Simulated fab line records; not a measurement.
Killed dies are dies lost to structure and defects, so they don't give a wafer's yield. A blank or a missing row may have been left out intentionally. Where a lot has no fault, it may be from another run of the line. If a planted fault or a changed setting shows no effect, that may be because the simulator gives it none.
Comparing a struck lot with a sound one / flow n5 finfet / 43 out of 1938 route steps
Sound: these wafers, L452.1, L452.3, L452.6. Struck: wafers L468.3, L468.5, L468.6. Last of all comes the cause.
Each step with rows lists, per side, the tool, then ch with its chambers, then its first start. Under that, the readings that differ: sound wafers / struck wafers / difference of the means / sigmas: that difference in standard deviations of wafers without a fault.
alike: a reading whose means differ by less than 2 such deviations, as well as words and numbers matching on both sides. not compared: withheld readings; readings where some wafer has no value; bounds like >300 that might hide an equal value; numbers whose values overlap and for which the record gives no deviation.
A row with sigmas, a row that says differs or no value, or rows on one side alone: a step with any of these is where the two part. Numbers that have no deviation but don't overlap get no sigmas and don't part them. A reading that every wafer of one side lacks parts them only if that side has two wafers or more.

first, 11 steps without rows for these wafers: N5_BEOL_M3_DESCUM_33 (chemistry O2, time 7 s); N5_BEOL_M3_ETCH_77 (etches underlayer in N2/H2, target depth 6.5 nm, time 5.2 s); N5_BEOL_M3_ETCH_69 (etches SiARC in CF4, target depth 15.6 nm, time 26 s); N5_BEOL_M3_ALD_98 (deposits SiO2, target thk 2.5 nm, pulse time 1 s, co reactant pulse time 1 s); N5_BEOL_M3_ETCHBACK_99 (etches SiO2 in CHF3, target depth 5 nm, time 10.4 s); N5_BEOL_M3_ETCH_70 (etches SOC in N2/H2, target depth 80 nm, overetch 16 nm, time 120 s); N5_BEOL_M3_STRIP_71 (strips in N2/H2); N5_BEOL_M3_STRIP_78 (strips in N2/H2); N5_BEOL_M3_VIA_ETCH_34 (etches the open film in C4F6/O2, target depth 69.4 nm, time 65.9 s); N5_BEOL_M3_STRIP_83 (strips in C4F6/O2); N5_BEOL_M3_STRIP_36 (strips in N2/H2).
N5_BEOL_M3_TRENCH_ETCH_37: etches SiOC in C4F6/O2, target depth 55.555 nm, time 29.2 s.
  sound on rie diel-01 ch 0,1,2, day 8 16:11; struck on rie diel-06 ch 0,1,2, day 12 06:01
  no value came back on the struck wafers for any of 8 readings (C4F6_flow_sccm (sccm), O2_flow_sccm (sccm) and others); on the sound wafers C4F6_flow_sccm (sccm) reads 9.992 10.075 9.990
reading=model.TiN_of_BEOL_M3_HM_DEP_02.thk nm (nm); sound=17.6 17.6 17.6; struck=20.4 20.4 20; difference=+2.7; sigmas=
  not compared: rf hours counter h
then, 2 steps without rows for these wafers: N5_BEOL_M3_ETCH_41 (etches SiCN in CH3F/O2, target depth 29.9 nm, time 52.5 s); N5_BEOL_M3_STRIP_97 (strips in N2/H2, time 10 s).
N5_BEOL_M3_OCD_MEAS_38:
  sound on ocd-02 at day 8 16:20; struck on ocd-01 at day 12 06:10
reading=trench depth nm (nm); sound=54.1 54.5 55.2; struck=0 0 0; difference=-55; sigmas=-50
then, 25 steps without rows for these wafers: N5_BEOL_M3_HM_STRIP_39 (strips TiN in peroxide tin strip, target depth 25 nm, time 158 s); N5_BEOL_M3_SRD_40 (time 30 s); N5_BEOL_M3_PRECLEAN_42 (cleans in residue remover, time 60 s); N5_BEOL_M3_SRD_43 (time 30 s); N5_BEOL_M3_DEGAS_44 (time 60 s); N5_BEOL_M3_PRE_CLEAN_45 (time 30 s); N5_BEOL_M3_ALD_84 (deposits TaN, pulse time 2 s, purge time 3 s, co reactant purge time 2 s); N5_BEOL_M3_SURFACE_TREAT_85; N5_BEOL_M3_CVD_47 (deposits Co from CCTBA/H2, target thk 3 nm, time 223.8 s); N5_BEOL_M3_SPUTTER_48 (material Cu, target thk 4.5 nm, time 8.29 s); N5_BEOL_M3_ANNEAL_49 (time 240 s); N5_BEOL_M3_SPUTTER_79 (material Cu, target thk 4.5 nm, time 8.29 s); N5_BEOL_M3_ANNEAL_80 (time 240 s); N5_BEOL_M3_SPUTTER_81 (material Cu, target thk 4.5 nm, time 8.29 s); N5_BEOL_M3_ANNEAL_82 (time 240 s); N5_BEOL_M3_SPUTTER_86 (material Cu, target thk 4.5 nm, time 8.29 s); N5_BEOL_M3_ANNEAL_87 (time 240 s); N5_BEOL_M3_SPUTTER_88 (material Cu, target thk 4.5 nm, time 8.29 s); N5_BEOL_M3_ANNEAL_89 (time 240 s); N5_BEOL_M3_SPUTTER_90 (material Cu, target thk 4.5 nm, time 8.29 s); N5_BEOL_M3_ANNEAL_91 (time 240 s); N5_BEOL_M3_SPUTTER_92 (material Cu, target thk 4.5 nm, time 8.29 s); N5_BEOL_M3_ANNEAL_93 (time 240 s); N5_BEOL_M3_SPUTTER_94 (material Cu, target thk 4.5 nm, time 8.29 s); N5_BEOL_M3_ANNEAL_95 (time 240 s).
N5_BEOL_M3_CMP_52: polishes, stops on SiOC, t overpolish 6.8 s, target thk 40 nm.
  sound on cmp-01 ch 0,1,3, day 8 19:27; struck on cmp-04 ch 0,1,2, day 12 09:35
reading=model.Cu_of_BEOL_M3_ECD_50.thk nm (nm); sound=40.4 40.6 40.6; struck=0 0.4 0.4; difference=-40; sigmas=
  alike: clearing platen down force psi, edge zone pressure frac, motor current A
N5_BEOL_M4_RC_MEAS_101:
  the record has rows for the sound wafers here (prober-02 ch 0, day 9 10:29) and none for the struck ones
-- a jump in the record: the struck wafers' starts before and after are 6 days apart (it breaks off in module BEOL_M4 and resumes in module PASSIVATION, where the first step shown is number 1936 of the route) --
N5_PASSIVATION_PROBE_49:
  sound on prober-02 at day 13 23:44; struck on prober-01 at day 18 01:14
reading=defect limited yield (%); sound=90.1 90.3 90.3; struck=0 0 0; difference=-90; sigmas=-64
reading=killed_at_M0_to_M3; sound=47 51 58; struck=1146 1134 1116; difference=+1080; sigmas=+99 or more
reading=killed dies; sound=117 114 114; struck=1180 1180 1180; difference=+1065; sigmas=+63
reading=killed on rim; sound=11 10 16; struck=152 152 152; difference=+140; sigmas=+33
reading=sort_bin_5_function (%); sound=6.5 5.6 5.8; struck=97.6 97.8 96.5; difference=+91.3; sigmas=+97
reading=sort n pass; sound=1063 1066 1066; struck=0 0 0; difference=-1065; sigmas=-63
reading=sort yield pct (%); sound=90.1 90.3 90.3; struck=0 0 0; difference=-90; sigmas=-64
  alike: killed_at_M4_up, killed at contacts, killed at front end, killed at other, killed open, killed short, sort_bin_6_memory

WHERE THEY PART
At N5_BEOL_M3_TRENCH_ETCH_37 first; at N5_PASSIVATION_PROBE_49 last (within this record only).

WHY: the cause the simulator had injected
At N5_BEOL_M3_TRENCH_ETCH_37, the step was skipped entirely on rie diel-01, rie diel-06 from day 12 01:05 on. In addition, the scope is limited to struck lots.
